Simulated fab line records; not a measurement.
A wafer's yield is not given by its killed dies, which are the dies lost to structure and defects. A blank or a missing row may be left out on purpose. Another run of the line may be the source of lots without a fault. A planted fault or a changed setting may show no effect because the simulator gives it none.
Matching of chambers | flow nand_harc | NHARC_A_STAIRCASE_ETCH_253 on rie_diel-01 has 4 sister chambers
The step etches the open film in C4F8/O2, target depth 50 nm, time 20.2 s. 4 wafers are shown with their chamber, then 9 later ones without.

== WAFERS WITH THEIR CHAMBER ==
wafer  | chamber | rf_vpp_V (V)
L081.3 | 0       | 899
L093.1 | 2       | 893
L093.2 | 1       | 906
L093.3 | 3       | 894

== WAFERS WITH NO CHAMBER GIVEN ==
wafer  | rf_vpp_V (V)
L094.1 | 900
L094.3 | 895
L094.5 | 901
L096.1 | 904
L096.4 | 890
L096.5 | 900
L097.1 | 891
L097.2 | 901
L097.3 | 895

== CHAMBER TAKEN BY EACH ==
wafer  | from the rows above          | in truth
L094.1 | 0                            | 0
L094.3 | can't be placed: 3 or 2 or 0 | 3
L094.5 | can't be placed: 0 or 1      | 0
L096.1 | can't be placed: 1 or 0      | 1
L096.4 | can't be placed: 2 or 3      | 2
L096.5 | 0                            | 0
L097.1 | can't be placed: 2 or 3      | 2
L097.2 | can't be placed: 0 or 1      | 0
L097.3 | can't be placed: 3 or 2 or 0 | 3
Correct placement for 2 of the 9. From these rows, 7 cannot be placed; in 7 the true chamber is one of the candidates. Number placed wrongly: 0.
How it was worked out, from the rows above alone: a wafer's distance from a chamber is the root of the sum, over the readings, of the square of ((its reading less the chamber's mean) divided by the reading's scatter). If the next closest chamber is less than 2 further off than the closest, the wafer can't be placed; otherwise it belongs to the closest. Each chamber's mean is taken over the wafers shown for it. The scatter (one wafer shown for each chamber): square how far every hidden wafer sits from the nearest shown wafer, average those squares and take the square root.
